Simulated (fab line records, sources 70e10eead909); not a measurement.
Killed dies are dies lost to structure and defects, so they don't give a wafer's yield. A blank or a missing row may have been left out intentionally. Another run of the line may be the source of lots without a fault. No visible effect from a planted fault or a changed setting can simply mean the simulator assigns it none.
Matching of chambers    flow nand harc    ald hk-04 running NHARC_A_CHANNEL_FILL_D2_ALD_14: 4 sister chambers
The step deposits SiO2, target thk 2.5 nm, pulse time 10 s, ald cycles 25. 14 wafers are shown with their chamber, then 7 later ones without.

WAFERS WITH THEIR CHAMBER
wafer   chamber  heater power w (W)  precursor pulse height rel
L077.1  2        442                 1.018
L077.2  0        477                 0.979
L077.4  3        442                 1.029
L078.2  1        503                 0.983
L078.4  3        434                 1.036
L078.5  3        450                 1.004
L079.1  1        489                 0.994
L079.2  2        454                 0.999
L079.4  3        455                 0.953
L082.4  1        500                 1.037
L082.5  1        510                 0.997
L082.6  2        455                 1.006
L086.1  3        452                 0.975
L086.3  0        485                 1.010

SIGNATURES (averages over the wafers above)
reading                     chamber 0  chamber 1  chamber 2  chamber 3  scatter within a chamber
heater power w              481.00     500.50     450.33     446.60     8.1
precursor pulse height rel  0.99450    1.00275    1.00767    0.99940    0.0271
Rule: for each reading, subtract the chamber's mean from the wafer's reading, divide by that reading's scatter and square the result; add these up over the readings and take the root, which gives the wafer's distance from the chamber. The wafer belongs to the nearest chamber; if the next one is less than 2 further off, it can't be placed. The scatter is the square root of a quotient: the sum, over the shown wafers, of each reading's squared deviation from its chamber's mean, divided by wafers minus chambers.

WAFERS WHOSE CHAMBER IS MISSING
wafer   heater power w (W)  precursor pulse height rel
L086.4  511                 1.023
L092.2  460                 1.005
L092.3  433                 1.034
L092.5  470                 1.019
L097.1  474                 1.011
L097.3  472                 1.017
L097.5  457                 1.038

EACH ONE'S CHAMBER
wafer   from the rows above           in truth
L086.4  1                             1
L092.2  can't be placed: 2 or 3 or 0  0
L092.3  can't be placed: 3 or 2       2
L092.5  can't be placed: 0 or 2 or 3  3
L097.1  can't be placed: 0 or 2       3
L097.3  can't be placed: 0 or 2 or 3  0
L097.5  can't be placed: 2 or 3 or 0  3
Correct placement for 1 of the 7. Can't be placed from these rows: 6 (the true chamber is among the candidates in 5). Placed wrongly: 0.
